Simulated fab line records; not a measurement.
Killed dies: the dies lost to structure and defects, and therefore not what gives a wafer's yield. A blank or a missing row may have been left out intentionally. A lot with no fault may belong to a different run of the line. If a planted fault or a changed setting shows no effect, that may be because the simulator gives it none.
Comparing a struck lot with a sound one / flow n5Finfet / 39 steps out of a route of 1938
Sound: wafers L822.4, L822.5, L822.6. Wafers L824.2, L824.3, L824.4 were the ones struck. The cause is given at the end.
Per side, at each step with rows, come the tool, then ch with its chambers, and then its first start. Under that, the readings that differ: sound wafers / struck wafers / difference of the means / sigmas: that difference in standard deviations of wafers without a fault.
alike: readings whose means differ by less than 2 such deviations, and words and numbers that are the same on both sides. not compared: withheld readings, readings that some wafer has no value for, bounds like >300 that may hide the same value, and numbers for which the record gives no deviation and whose values overlap.
A row with sigmas, a row that says differs or no value, or rows on one side alone: a step with any of these is where the two part. When numbers do not overlap yet have no deviation, they are printed without sigmas and do not part them. A reading missing from all wafers of one side parts the sides only when that side holds two or more wafers.

first, 9 steps without rows for these wafers: N5_PMOS_HMC_CHANNEL_EPI_HM_STRIP_35 (strips SiO2 in dHF, material SiO2, target depth 39.6 nm, time 216 s); N5_PMOS_HMC_CHANNEL_EPI_SRD_39 (time 30 s); N5_PMOS_HMC_CHANNEL_EPI_CMP_21 (polishes SiGe30, target thk 54 nm); N5_PMOS_HMC_CHANNEL_EPI_PRECLEAN_40 (cleans in DHF, time 30 s); N5_PMOS_HMC_CHANNEL_EPI_PRECLEAN_37 (cleans in O3/DIW, time 45 s); N5_PMOS_HMC_CHANNEL_EPI_PRECLEAN_24 (cleans in DHF, time 30 s); N5_PMOS_HMC_CHANNEL_EPI_SRD_25 (time 30 s); N5_PMOS_HMC_CHANNEL_EPI_EPI_26 (deposits Si from SiH4/H2, target thk 3.8 nm, time 22.7 s); N5_FIN_SAQP_PRECLEAN_42 (cleans in O3/DIW, time 60 s).
N5_FIN_SAQP_PRECLEAN_00: cleans in SC1, time 60 s.
  sound on wetBench-02 ch 0,6,7, day 5 14:20; struck on wetBench-01 ch 0,2,7, day 6 02:31
  alike: nh4ohFlowMLMin
then, 17 steps without rows for these wafers: N5_FIN_SAQP_PRECLEAN_44 (cleans in SC2, time 45 s); N5_FIN_SAQP_SRD_01 (time 30 s); N5_FIN_SAQP_ALD_61 (deposits SiO2, target thk 4 nm, pulse time 1 s, purge time 2 s); N5_FIN_SAQP_DENSIFY_62 (time 60 s); N5_FIN_SAQP_HM_DEP_03 (deposits SiNx from SiH4/NH3/N2, target thk 38 nm, time 33.6 s); N5_FIN_SAQP_PECVD_47 (deposits a-Si from SiH4/He, target thk 45 nm, time 36.3 s); N5_FIN_SAQP_PECVD_48 (deposits SiNx from SiH4/NH3/N2, target thk 25 nm, time 22.1 s); N5_FIN_SAQP_PECVD_06 (deposits a-Si from SiH4/He, target thk 60 nm, time 48.1 s); N5_FIN_SAQP_HM_DEP_72 (deposits SiO2 from SiH4/N2O, target thk 12 nm, time 7.2 s); N5_FIN_SAQP_COAT_49 (time 60 s, resist thk 100 nm); N5_FIN_SAQP_COAT_50 (time 60 s, resist thk 35 nm); N5_FIN_SAQP_COAT_10 (resist thk 90 nm); N5_FIN_SAQP_EBR_12; N5_FIN_SAQP_SOFTBAKE_11 (time 60 s); N5_FIN_SAQP_EXPOSE_13 (exposes mask FIN CORE, target cd 35.6 nm); N5_FIN_SAQP_PEB_14 (peb time 60 s); N5_FIN_SAQP_DEVELOP_15 (develop time 30 s).
N5_FIN_SAQP_INSPECT_18: inspects for defects (brightfield).
  sound on defectInspect-02, day 5 15:46; struck on defectInspect-02, day 6 03:49
reading=rawDefectCount; sound=308 269 226; struck=847 642 746; difference=+477; sigmas=+4
then, 7 steps without rows for these wafers: N5_FIN_SAQP_DESCUM_21 (chemistry O2, time 7.9 s); N5_FIN_SAQP_ETCH_51 (etches SiARC in CF4, target depth 45.5 nm, time 75.8 s); N5_FIN_SAQP_ETCH_52 (etches SOC in N2/H2, target depth 100 nm, overetch 20 nm, time 150 s); N5_FIN_SAQP_STRIP_53 (strips in N2/H2); N5_FIN_SAQP_HM_OPEN_73 (chemistry CHF3/O2, target SiO2, stops on a-Si, target depth 12 nm, time 16.8 s); N5_FIN_SAQP_STRIP_74 (strips in CHF3/O2); N5_FIN_SAQP_MANDREL_ETCH_22 (etches a-Si in HBr/Cl2, stops on SiNx, target depth 60 nm, bt time 10 s, time 30 s).
N5_FIN_SAQP_INSPECT_40: inspects for defects (brightfield).
  sound on defectInspect-01, day 5 20:12; struck on defectInspect-01, day 6 07:59
reading=rawDefectCount; sound=255 183 178; struck=605 622 656; difference=+422; sigmas=+8
N5_FIN_CUT_INSPECT_10: inspects for defects (brightfield).
  sound on defectInspect-01, day 5 20:36; struck on defectInspect-02, day 6 08:23
reading=rawDefectCount; sound=39 47 42; struck=418 435 411; difference=+379; sigmas=+34
-- a jump in the record: the struck wafers' starts before and after are 6 days apart (it breaks off in module FIN_CUT and resumes in module BEOL_M4, where the first step shown is number 1111 of the route) --
N5_BEOL_M4_RC_MEAS_101:
  sound on prober-02 ch 0, day 11 13:38; struck on prober-01 ch 0, day 12 05:44
reading=IOFF_N (nA/um); sound=0.30 0.19 0.17; struck=0.11 0.13 0.13; difference=-0.10; sigmas=-2
reading=VT_N (mV); sound=241 249 251; struck=257 254 255; difference=+8; sigmas=+2
  alike: DIBL_N, DIBL_P, IOFF_P, ION_N, ION_P, SS_N, SS_P, VT_P
-- the record jumps here: 4 days lie between the struck wafers' starts before and after (it left off in module BEOL_M4 and takes up again in module PASSIVATION, whose first step shown is number 1936 of the route) --
N5_PASSIVATION_PROBE_49:
  sound on prober-01, day 16 00:09; struck on prober-02, day 16 02:27
reading=defectLimitedYield (%); sound=91.7 91.1 91.9; struck=81.9 86.2 86.5; difference=-6.7; sigmas=-5
reading=killedAtFrontEnd; sound=47 46 35; struck=156 79 77; difference=+61; sigmas=+5
reading=killedDies; sound=98 105 96; struck=214 163 159; difference=+79; sigmas=+5
reading=sort_bin_4_leakage (%); sound=0.68 0 0; struck=0 0 0; difference=+0; sigmas=-4
reading=sort_bin_5_function (%); sound=4.2 5.3 4.2; struck=11.1 8.9 8.6; difference=+5.0; sigmas=+5
reading=sortNPass; sound=1074 1075 1084; struck=966 1017 1021; difference=-76; sigmas=-4
reading=sortYieldPct (%); sound=91.0 91.1 91.9; struck=81.9 86.2 86.5; difference=-6.5; sigmas=-4
  alike: killed_at_M0_to_M3, killed_at_M4_up, killedAtContacts, killedAtOther, killedOpen, killedShort, sort_bin_6_memory

== WHERE THEY PART ==
At N5_FIN_SAQP_INSPECT_18 first; at N5_PASSIVATION_PROBE_49 last (within this record only).

WHY: what the simulator had put in
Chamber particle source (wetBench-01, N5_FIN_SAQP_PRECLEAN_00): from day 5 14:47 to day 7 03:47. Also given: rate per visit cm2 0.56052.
